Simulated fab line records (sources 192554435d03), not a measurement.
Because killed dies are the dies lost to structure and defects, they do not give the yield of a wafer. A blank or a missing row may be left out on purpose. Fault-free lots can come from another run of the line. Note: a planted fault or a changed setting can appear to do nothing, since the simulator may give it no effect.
Lot-split experiment :: flow n5_finfet :: on a route of 1938 steps: 7 lots, 21 wafers read

THE SPLIT
At N5_BEOL_M1_COAT_05 (resist thk 30 nm), the setting spin_rpm was moved away from the recipe's 1500 rpm on 6 of the 21 wafers read, by -8.7% to +7.7%. All remaining wafers had this setting at the recipe value.

FROM THE SPLIT TO THE READING: what the file shows between them, 6 steps
- N5_BEOL_M1_EBR_07
- N5_BEOL_M1_SOFTBAKE_06: time 60 s
- N5_BEOL_M1_EXPOSE_08: exposes mask M1
- N5_BEOL_M1_PEB_09: peb time 60 s
- N5_BEOL_M1_DEVELOP_10: develop time 30 s
- N5_BEOL_M1_DESCUM_16: chemistry O2, time 7 s

THE READING
CAR-EUV_of_BEOL_M1_COAT_05.thk_nm (the simulator's own value, which no gauge read), in nm, at N5_BEOL_M1_ETCH_74 (etches underlayer in N2/H2, target depth 6.5 nm, time 5.2 s). No usual value for it is given in the file. Across the 15 wafers here that went through the recipe, the average is 20.3 nm and the standard deviation 0.094 nm.

wafer: L075.1
tool, chamber at the split: litho_track-02, 0
spin_rpm as run, rpm: 1370
against the recipe: -8.7%
CAR-EUV_of_BEOL_M1_COAT_05.thk_nm, nm: 21.8
against lot-mates on the recipe: +1.4

wafer: L075.3
tool, chamber at the split: litho_track-02, 0
spin_rpm as run, rpm: 1500
against the recipe: recipe
CAR-EUV_of_BEOL_M1_COAT_05.thk_nm, nm: 20.4
against lot-mates on the recipe: -

wafer: L075.4
tool, chamber at the split: litho_track-02, 0
spin_rpm as run, rpm: 1500
against the recipe: recipe
CAR-EUV_of_BEOL_M1_COAT_05.thk_nm, nm: 20.4
against lot-mates on the recipe: -

wafer: L080.2
tool, chamber at the split: litho_track-02, 0
spin_rpm as run, rpm: 1500
against the recipe: recipe
CAR-EUV_of_BEOL_M1_COAT_05.thk_nm, nm: 20.4
against lot-mates on the recipe: -

wafer: L080.4
tool, chamber at the split: litho_track-02, 0
spin_rpm as run, rpm: 1500
against the recipe: recipe
CAR-EUV_of_BEOL_M1_COAT_05.thk_nm, nm: 20.4
against lot-mates on the recipe: -

wafer: L080.6
tool, chamber at the split: litho_track-02, 0
spin_rpm as run, rpm: 1500
against the recipe: recipe
CAR-EUV_of_BEOL_M1_COAT_05.thk_nm, nm: 20.4
against lot-mates on the recipe: -

wafer: L088.1
tool, chamber at the split: litho_track-02, 0
spin_rpm as run, rpm: 1500
against the recipe: recipe
CAR-EUV_of_BEOL_M1_COAT_05.thk_nm, nm: 20.2
against lot-mates on the recipe: -

wafer: L088.3
tool, chamber at the split: litho_track-02, 0
spin_rpm as run, rpm: 1500
against the recipe: recipe
CAR-EUV_of_BEOL_M1_COAT_05.thk_nm, nm: 20.2
against lot-mates on the recipe: -

wafer: L088.4
tool, chamber at the split: litho_track-02, 0
spin_rpm as run, rpm: 1611
against the recipe: +7.4%
CAR-EUV_of_BEOL_M1_COAT_05.thk_nm, nm: 19.2
against lot-mates on the recipe: -1.0

wafer: L090.3
tool, chamber at the split: litho_track-03, 0
spin_rpm as run, rpm: 1453
against the recipe: -3.1%
CAR-EUV_of_BEOL_M1_COAT_05.thk_nm, nm: 20.8
against lot-mates on the recipe: +0.4

wafer: L090.4
tool, chamber at the split: litho_track-03, 0
spin_rpm as run, rpm: 1453
against the recipe: -3.1%
CAR-EUV_of_BEOL_M1_COAT_05.thk_nm, nm: 20.8
against lot-mates on the recipe: +0.4

wafer: L090.6
tool, chamber at the split: litho_track-03, 0
spin_rpm as run, rpm: 1500
against the recipe: recipe
CAR-EUV_of_BEOL_M1_COAT_05.thk_nm, nm: 20.4
against lot-mates on the recipe: -

wafer: L091.3
tool, chamber at the split: litho_track-02, 0
spin_rpm as run, rpm: 1500
against the recipe: recipe
CAR-EUV_of_BEOL_M1_COAT_05.thk_nm, nm: 20.2
against lot-mates on the recipe: -

wafer: L091.5
tool, chamber at the split: litho_track-02, 0
spin_rpm as run, rpm: 1500
against the recipe: recipe
CAR-EUV_of_BEOL_M1_COAT_05.thk_nm, nm: 20.2
against lot-mates on the recipe: -

wafer: L091.6
tool, chamber at the split: litho_track-02, 0
spin_rpm as run, rpm: 1500
against the recipe: recipe
CAR-EUV_of_BEOL_M1_COAT_05.thk_nm, nm: 20.4
against lot-mates on the recipe: -

wafer: L093.2
tool, chamber at the split: litho_track-01, 0
spin_rpm as run, rpm: 1615
against the recipe: +7.7%
CAR-EUV_of_BEOL_M1_COAT_05.thk_nm, nm: 19.2
against lot-mates on the recipe: -1.1

wafer: L093.3
tool, chamber at the split: litho_track-01, 0
spin_rpm as run, rpm: 1500
against the recipe: recipe
CAR-EUV_of_BEOL_M1_COAT_05.thk_nm, nm: 20.2
against lot-mates on the recipe: -

wafer: L093.6
tool, chamber at the split: litho_track-01, 0
spin_rpm as run, rpm: 1500
against the recipe: recipe
CAR-EUV_of_BEOL_M1_COAT_05.thk_nm, nm: 20.4
against lot-mates on the recipe: -

wafer: L095.2
tool, chamber at the split: litho_track-03, 0
spin_rpm as run, rpm: 1500
against the recipe: recipe
CAR-EUV_of_BEOL_M1_COAT_05.thk_nm, nm: 20.4
against lot-mates on the recipe: -

wafer: L095.5
tool, chamber at the split: litho_track-03, 0
spin_rpm as run, rpm: 1500
against the recipe: recipe
CAR-EUV_of_BEOL_M1_COAT_05.thk_nm, nm: 20.4
against lot-mates on the recipe: -

wafer: L095.3
tool, chamber at the split: litho_track-03, 0
spin_rpm as run, rpm: 1615
against the recipe: +7.7%
CAR-EUV_of_BEOL_M1_COAT_05.thk_nm, nm: 19.4
against lot-mates on the recipe: -1.0

THE FIT
A straight line over all 21 wafers: CAR-EUV_of_BEOL_M1_COAT_05.thk_nm changes by -0.15 nm for each +1% of spin_rpm; r = -0.98; the points scatter about the line by 0.1 nm.
The same after taking each lot's own level away (the mean of its wafers on the recipe; 21 wafers): -0.143 nm for each +1%; r = -0.99; scatter 0.068 nm.
According to that fit, moving spin_rpm by its largest amount changes the reading by 1.2 nm.
The lots' own levels span 20.20 to 20.40 nm, that is 2.1 times the standard deviation above.
So the lot-to-lot level changes the slope little: the two slopes agree.
Check: for one of the wafers moved furthest among these (-8.7%), held out of the fit, the line's prediction against its lot-mates is +1.17 nm. It came out at +1.4 nm against them.

THE OTHER SPLITS THESE WAFERS WENT THROUGH
These wafers also went through other splits before the reading. Each is held against what the fit with the lots' levels taken away leaves over:
other split on the same wafers: N5_BEOL_M0_SAQP_EXPOSE_37 dose_mj
wafers away from the commonest value: 8
r with CAR-EUV_of_BEOL_M1_COAT_05.thk_nm (lot level and that fit taken away): -0.02

THE WHOLE CHAIN: every reading that the file lists as answering this split, in the file's order
step: N5_BEOL_M1_COAT_05
what it does: resist thk 30 nm
reading: CAR-EUV_of_BEOL_M1_COAT_05.thk_nm (the simulator's own value, which no gauge read)
change (the file's fit): -0.159 nm for each +1% of the setting
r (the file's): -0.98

step: N5_BEOL_M1_DEVELOP_10
what it does: develop time 30 s
reading: CAR-EUV_of_BEOL_M1_COAT_05.thk_nm (the simulator's own value, which no gauge read)
change (the file's fit): -0.146 nm for each +1% of the setting
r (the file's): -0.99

step: N5_BEOL_M1_ETCH_74
what it does: etches underlayer in N2/H2, target depth 6.5 nm, time 5.2 s
reading: CAR-EUV_of_BEOL_M1_COAT_05.thk_nm (the simulator's own value, which no gauge read)
change (the file's fit): -0.143 nm for each +1% of the setting
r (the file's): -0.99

THE FILE'S OWN FIT
CAR-EUV_of_BEOL_M1_COAT_05.thk_nm changes by -0.143 nm for each +1% of spin_rpm, r = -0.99.
